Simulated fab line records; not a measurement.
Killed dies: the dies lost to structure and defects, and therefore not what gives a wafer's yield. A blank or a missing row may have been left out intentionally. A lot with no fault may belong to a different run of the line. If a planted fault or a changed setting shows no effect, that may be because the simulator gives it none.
fab line records    flow nand_harc
record: lots: 14  wafers: 42  last_day: 24
route steps=1159 shown A_M1@1053 A_BONDPAD@1059
lots that met no fault: taken from a fault-free run of the same line
start_h: the number of hours between the record's first day and the start of the first shown wafer of the lot    wait_h: hours since the lot's step before    " identical to the entry in the row above    L1.1+2: one row covering several wafers at once    - no value, or no start was given    * or withheld: withheld    < > ~ a bound
route shown NAME@n: NAME is a module with steps in the file, n the number in the route of the first one    usual: mean and standard deviation over wafers with no fault    same: alike in all rows    chamber/n: place in a boat    sites: readings site by site    _std_site: how widely they spread, as a standard deviation    _edge_site: mean of outer sites minus mean of inner sites    radius_mm: how far each site lies from the wafer's centre    mask NAME#n: copy n    behind: the last tool/chamber to shape the wafer    hold: why the lot was held/for how many hours/how that ended    device: the n, p or np transistor that did not switch    end of line: tests run on the same wafers once the route is complete    where a step has no rows: the recipe by itself    killed: not the wafer's yield, but the dies lost to structure and defects at the first sort    map: shows each die of a wafer: x if killed, . if not, _ if none is there
set.NAME: the setting as run; set.NAME@STEP: as run at that earlier step    model.NAME: the simulator's own value behind a step, which no gauge read
route steps across a sampled set of lots; one table per step, one row per wafer
services: a tool's chamber out of use, with start hour (start_h, from the record's first day; less than 0 if before it), hours out, and reason
== steps ==
step: NHARC_A_M1_THK_MEAS_24
recipe: thk_meas_gauge: xrf
usual: thk_nm: 154.6/1.6
lot.wafer  tool           chamber  start_h  wait_h  thk_nm
L692.3     film_metro-01  -        397.05   -       156.2
L692.4     "              -        "        "       153.8
L692.5     "              -        "        "       153.6
L693.2     film_metro-01  -        403.13   -       155.4
L693.3     "              -        "        "       158.8
L693.6     "              -        "        "       157.4
L697.1     film_metro-01  -        427.10   -       157.5
L697.2     "              -        "        "       153.5
L697.5     "              -        "        "       155.0
L696.1     film_metro-01  -        427.78   -       154.9
L696.2     "              -        "        "       155.8
L696.6     "              -        "        "       155.4
L698.1     film_metro-01  -        433.76   -       155.2
L698.3     "              -        "        "       154.9
L698.6     "              -        "        "       154.8
L699.1     film_metro-01  -        460.69   -       156.1
L699.2     "              -        "        "       153.5
L699.4     "              -        "        "       154.0
L700.1     film_metro-02  -        463.16   -       156.0
L700.4     "              -        "        "       158.7
L700.5     "              -        "        "       155.7
L708.1     film_metro-02  -        496.49   -       153.8
L708.3     "              -        "        "       153.6
L708.5     "              -        "        "       154.2
L709.1     film_metro-01  -        505.18   -       152.9
L709.2     "              -        "        "       153.5
L709.5     "              -        "        "       154.9
L712.1     film_metro-02  -        515.64   -       153.2
L712.3     "              -        "        "       152.8
L712.6     "              -        "        "       157.1
L710.2     film_metro-02  -        517.21   -       153.5
L710.3     "              -        "        "       152.0
L710.6     "              -        "        "       152.2
L714.2     film_metro-02  -        523.03   -       152.6
L714.4     "              -        "        "       152.7
L714.5     "              -        "        "       152.4
L713.2     film_metro-01  -        526.55   -       155.4
L713.4     "              -        "        "       150.8
L713.6     "              -        "        "       152.6
L711.1     film_metro-02  -        526.83   -       153.7
L711.2     "              -        "        "       153.8
L711.4     "              -        "        "       153.7
step: NHARC_A_BONDPAD_DEP_00
recipe: target_thk_a: 2500  temp_c: 370  target_thk_nm: 250  pressure_torr: 3  flow_sccm: 200  rf_w: 450  material: SiCN
usual: chamber_pressure_Torr: 3.000/0.0067  heater_power_w: 576/81  showerhead_vpp_V: 1316/84
lot.wafer  tool      chamber  start_h  wait_h  chamber_pressure_Torr  heater_power_w  showerhead_vpp_V
L692.3     pecvd-04  2        397.91   -       3.013                  578             1374
L692.5     "         2        "        "       2.996                  585             1366
L692.4     "         0        "        "       2.991                  531             1320
L693.2     pecvd-02  2        403.99   -       3.004                  698             1421
L693.3     "         0        "        "       3.005                  735             1381
L693.6     "         1        "        "       3.008                  610             1313
L697.1     pecvd-04  0        427.96   -       3.006                  527             1332
L697.2     "         2        "        "       2.999                  532             1346
L697.5     "         2        "        "       3.007                  535             1378
L696.1     pecvd-04  2        428.64   -       3.004                  502             1376
L696.2     "         1        "        "       3.003                  508             1289
L696.6     "         1        "        "       2.996                  531             1294
L698.3     pecvd-03  0        434.62   -       3.000                  580             1344
L698.1     "         1        "        "       2.995                  499             1125
L698.6     "         1        "        "       2.991                  529             1129
L699.1     pecvd-02  2        461.56   -       3.002                  675             1411
L699.2     "         0        "        "       2.994                  758             1391
L699.4     "         2        "        "       3.005                  690             1418
L700.1     pecvd-03  0        464.07   -       3.005                  525             1343
L700.4     "         2        "        "       3.003                  488             1260
L700.5     "         1        "        "       2.999                  615             1119
L708.1     pecvd-02  0        497.39   -       3.001                  728             1393
L708.3     "         1        "        "       3.005                  597             1296
L708.5     "         1        "        "       2.993                  606             1307
L709.2     pecvd-03  2        506.03   -       3.001                  513             1263
L709.1     "         1        "        "       2.991                  504             1125
L709.5     "         1        "        "       3.001                  509             1145
L712.1     pecvd-04  2        516.49   -       2.999                  568             1345
L712.3     "         0        "        "       3.007                  581             1321
L712.6     "         2        "        "       2.995                  578             1355
L710.2     pecvd-03  0        518.12   -       2.991                  519             1351
L710.3     "         1        "        "       3.007                  497             1110
L710.6     "         1        "        "       3.004                  511             1134
L714.2     pecvd-03  2        523.89   -       2.999                  497             1275
L714.5     "         2        "        "       2.994                  509             1261
L714.4     "         1        "        "       2.994                  500             1120
L713.2     pecvd-03  1        -        -       3.000                  503             1140
L713.4     "         2        "        "       2.998                  492             1265
L713.6     "         0        "        "       2.996                  535             1363
L711.1     pecvd-03  2        527.99   -       2.987                  508             1245
L711.2     "         0        "        "       3.002                  467             1364
L711.4     "         1        "        "       2.987                  564             1114
step: NHARC_A_BONDPAD_OVL_MEAS_35
usual: overlay_x_nm: 0/5.6  overlay_y_nm: 1/5.6
lot.wafer  tool        chamber  start_h  wait_h  overlay_x_nm  overlay_y_nm
L692.3     overlay-01  -        399.22   -       -1            -1
L692.4     "           -        "        "       -1            -2
L692.5     "           -        "        "       -1            -1
L693.2     overlay-02  -        405.30   -       1             5
L693.3     "           -        "        "       1             5
L693.6     "           -        "        "       1             5
L697.1     overlay-01  -        429.27   -       2             7
L697.2     "           -        "        "       2             7
L697.5     "           -        "        "       1             6
L696.1     overlay-01  -        429.88   -       2             -7
L696.2     "           -        "        "       2             -7
L696.6     "           -        "        "       2             -6
L698.1     overlay-01  -        435.95   -       10            5
L698.3     "           -        "        "       11            5
L698.6     "           -        "        "       10            6
L699.1     overlay-02  -        462.88   -       -3            -2
L699.2     "           -        "        "       -3            -1
L699.4     "           -        "        "       -3            -1
L700.1     overlay-02  -        465.22   -       0             -12
L700.4     "           -        "        "       0             -11
L700.5     "           -        "        "       0             -11
L708.1     overlay-02  -        498.69   -       7             0
L708.3     "           -        "        "       7             -1
L708.5     "           -        "        "       6             -1
L709.1     overlay-01  -        507.34   -       12            -2
L709.2     "           -        "        "       13            -2
L709.5     "           -        "        "       12            -2
L712.1     overlay-01  -        517.69   -       0             5
L712.3     "           -        "        "       0             6
L712.6     "           -        "        "       0             6
L710.2     overlay-02  -        519.26   -       0             -3
L710.3     "           -        "        "       0             -2
L710.6     "           -        "        "       0             -3
L714.2     overlay-01  -        525.08   -       -6            0
L714.4     "           -        "        "       -6            -1
L714.5     "           -        "        "       -6            -1
L713.2     overlay-02  -        528.63   -       -4            1
L713.4     "           -        "        "       -4            1
L713.6     "           -        "        "       -4            1
L711.1     overlay-01  -        529.18   -       -5            9
L711.2     "           -        "        "       -5            9
L711.4     "           -        "        "       -4            9
step: NHARC_A_BONDPAD_ETCH_24
recipe: target_depth_a: 300  over_etch_frac: 0.3  time_s: 72.99  ion_energy_ev: 150  cf4_flow_sccm: 50  n2_flow_sccm: 100  ar_flow_sccm: 150  rf_w: 300  bias_w: 100  chemistry: CF4/N2
usual: bias_w: 99.99/0.3  cf4_flow_sccm: 49.99/0.15  chamber_pressure_mTorr: 30.000/0.023  drypump_motor_current_A: 5.9/0.4  mfc_ar_sccm: 150.0/0.48  n2_flow_sccm: 100.0/0.31  oes_product_au: 1.003/0.011  rf_vpp_V: 314.7/1.6  showerhead_plenum_p_Torr: 2.66/0.08  throttle_valve_pct: 19.794/0.009  time_s: 72.99/0
lot.wafer  tool         chamber  start_h  wait_h  bias_w  cf4_flow_sccm  chamber_pressure_mTorr  drypump_motor_current_A  mfc_ar_sccm  n2_flow_sccm  oes_product_au  rf_hours_counter_h  rf_vpp_V  showerhead_plenum_p_Torr  throttle_valve_pct  time_s
L692.3     rie_diel-01  1        400.03   -       99.83   49.79          29.982                  5.2                      149.8        100.0         1.001           3                   314.8     2.71                      19.797              72.99
L692.4     "            0        "        "       100.79  49.99          30.001                  5.6                      149.8        99.8          1.002           3                   317.6     2.74                      19.800              72.99
L692.5     "            1        "        "       100.14  50.16          30.015                  5.2                      149.7        100.3         0.991           -                   314.5     2.71                      19.810              72.99
L693.2     rie_diel-06  0        405.98   -       100.05  50.02          30.007                  5.9                      149.2        99.8          1.008           31                  314.4     2.55                      19.786              72.99
L693.3     "            1        "        "       99.77   49.97          30.031                  5.8                      150.3        100.4         1.013           32                  313.7     2.59                      19.799              72.99
L693.6     "            3        "        "       100.35  49.68          30.040                  5.7                      150.4        100.6         0.997           -                   313.9     2.67                      19.804              72.99
L697.2     rie_diel-08  3        430.02   0.1     100.24  49.75          30.006                  5.5                      149.6        100.4         0.997           39                  311.9     2.53                      19.799              72.99
L697.1     "            1        "        "       99.65   50.18          30.039                  5.9                      150.4        99.7          1.011           39                  312.4     2.52                      19.793              72.99
L697.5     "            2        "        "       99.83   50.14          30.023                  6.4                      150.9        100.1         0.996           -                   314.1     2.65                      19.797              72.99
L696.1     rie_diel-01  0        430.59   0.1     99.94   49.79          29.994                  5.6                      150.1        100.0         0.989           5                   316.6     2.73                      19.793              72.99
L696.2     "            1        "        "       100.76  50.31          29.980                  5.2                      150.4        100.6         1.002           4                   316.2     2.71                      19.792              72.99
L696.6     "            3        "        "       100.08  49.97          30.007                  6.3                      149.9        100.4         1.000           -                   317.9     2.76                      19.795              72.99
L698.3     rie_diel-01  3        436.73   0.1     99.66   50.03          29.991                  6.2                      149.5        99.9          0.996           5                   317.9     2.76                      19.806              72.99
L698.1     "            0        "        "       100.19  50.03          30.010                  5.6                      150.1        100.0         0.983           5                   316.1     2.73                      19.783              72.99
L698.6     "            3        "        "       99.81   49.83          30.027                  6.2                      148.9        100.2         0.993           -                   316.2     2.76                      19.792              72.99
L699.1     rie_diel-01  3        463.55   -       -       -              -                       -                        -            -             -               -                   -         -                         -                   -
L699.4     "            1        "        "       -       -              -                       -                        -            -             -               -                   -         -                         -                   -
L699.2     "            2        "        "       -       -              -                       -                        -            -             -               -                   -         -                         -                   -
L700.1     rie_diel-06  0        465.94   -       -       -              -                       -                        -            -             -               -                   -         -                         -                   -
L700.4     "            1        "        "       -       -              -                       -                        -            -             -               -                   -         -                         -                   -
L700.5     "            3        "        "       -       -              -                       -                        -            -             -               -                   -         -                         -                   -
L708.1     rie_diel-06  0        499.55   0.2     100.56  49.93          30.036                  5.9                      150.0        100.4         1.013           16                  312.9     2.54                      19.802              72.99
L708.3     "            1        "        "       100.05  50.14          29.978                  5.7                      149.5        100.0         1.020           15                  312.8     2.58                      19.803              72.99
L708.5     "            0        "        "       100.14  49.72          29.985                  5.9                      150.0        100.0         1.014           -                   313.9     2.54                      19.796              72.99
L709.1     rie_diel-06  2        508.03   -       99.73   49.89          29.969                  6.5                      149.1        100.5         1.006           14                  312.5     2.58                      19.806              72.99
L709.2     "            0        "        "       99.98   49.99          30.005                  6.0                      150.1        100.7         1.011           18                  311.8     2.54                      19.795              72.99
L709.5     "            1        "        "       99.56   50.06          30.002                  5.7                      150.6        100.0         1.019           -                   312.5     2.58                      19.805              72.99
L712.1     rie_diel-08  3        518.39   -       100.20  49.93          29.972                  5.5                      149.3        100.6         0.992           12                  311.6     2.52                      19.800              72.99
L712.3     "            0        "        "       99.74   49.71          30.018                  6.2                      150.0        100.2         0.986           10                  310.9     2.45                      19.780              72.99
L712.6     "            3        "        "       99.43   50.05          30.002                  5.6                      149.6        100.4         1.004           -                   312.4     2.52                      19.788              72.99
L710.2     rie_diel-06  3        519.93   -       100.45  50.06          30.000                  5.7                      150.2        99.7          1.012           20                  315.6     2.66                      19.771              72.99
L710.3     "            1        "        "       99.76   49.94          29.994                  5.7                      149.6        99.6          1.034           19                  312.8     2.58                      19.779              72.99
L710.6     "            3        "        "       100.17  50.04          30.003                  5.7                      150.6        99.8          1.007           -                   314.6     2.66                      19.797              72.99
L714.2     rie_diel-01  0        525.85   0.1     100.20  50.19          30.017                  5.6                      150.4        99.7          1.012           1                   315.2     2.73                      19.798              72.99
L714.4     "            2        "        "       99.89   49.77          30.045                  6.1                      150.1        100.3         0.995           -                   315.7     2.70                      19.802              72.99
L714.5     "            1        "        "       100.06  50.20          29.982                  5.2                      149.1        99.3          0.990           -                   314.4     2.71                      19.781              72.99
L713.2     rie_diel-01  2        529.30   -       99.33   49.90          30.043                  6.1                      150.4        99.8          1.006           1                   313.5     2.70                      19.789              72.99
L713.4     "            0        "        "       100.03  49.96          30.011                  5.6                      150.3        99.6          1.007           1                   316.3     2.73                      19.799              72.99
L713.6     "            1        "        "       99.56   50.05          29.974                  5.2                      150.3        100.0         0.986           -                   315.1     2.71                      19.806              72.99
L711.1     rie_diel-06  3        529.90   0.1     99.84   50.05          30.002                  5.7                      149.4        100.2         0.995           20                  313.6     2.66                      19.788              72.99
L711.2     "            2        "        "       100.26  50.01          30.015                  6.5                      149.7        99.9          0.992           17                  313.5     2.58                      19.792              72.99
L711.4     "            0        "        "       99.83   49.99          30.018                  5.9                      150.4        99.7          1.002           -                   312.6     2.54                      19.796              72.99
== services ==
tool         chamber  start_h  hours  kind
pecvd-04     -        376.42   13.0   pm
pecvd-04     0        398.42   2.6    repair
rie_diel-08  3        412.25   7.3    repair
rie_diel-06  -        418.25   9.0    pm
rie_diel-01  -        422.91   0.6    repair
rie_diel-08  0        425.33   4.7    repair
rie_diel-01  2        427.60   9.1    repair
rie_diel-08  2        457.24   16.9   repair
pecvd-03     -        473.26   13.0   pm
pecvd-03     0        473.26   13.0   vent_cycle
pecvd-03     1        473.26   13.0   vent_cycle
pecvd-03     2        473.26   13.0   vent_cycle
rie_diel-08  -        478.95   9.0    pm
pecvd-02     -        483.35   0.3    repair
rie_diel-01  2        483.64   5.6    repair
rie_diel-01  -        491.80   9.0    pm
pecvd-04     -        493.58   0.7    repair
rie_diel-06  2        496.83   10.5   repair
rie_diel-08  0        501.98   4.2    repair
pecvd-03     -        506.52   3.4    repair
rie_diel-01  -        513.24   0.8    repair
pecvd-02     -        515.23   13.0   pm
pecvd-04     -        520.74   1.8    repair
rie_diel-06  -        529.36   0.3    repair
== key ==
first_sign: step: NHARC_A_BONDPAD_ETCH_24  reading: tool_record  direction: missing
effect none on later readings
met_at NHARC_A_BONDPAD_ETCH_24
struck_lots L699,L700
later_rows_left_out L699.1,L699.2,L699.4,L700.1,L700.4,L700.5
sort_left_out L699.1,L699.2,L699.4,L700.1,L700.4,L700.5
not_acting_at NHARC_A_M1_THK_MEAS_24,NHARC_A_BONDPAD_DEP_00,NHARC_A_BONDPAD_OVL_MEAS_35
onset_between 436.73 463.55
fault: kind: skipped_step_whole  tool: rie_diel-01,rie_diel-06  chamber: -  onset_h: 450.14  steps: NHARC_A_BONDPAD_ETCH_24  scope: struck_lots_only
sort_left_out: the simulated sort isn't trusted on such a fault, so these wafers' sort isn't shown, and their yield isn't known
later_rows_left_out: the simulator's readings of these wafers behind a module that went badly wrong aren't trusted and aren't shown, but for the sort
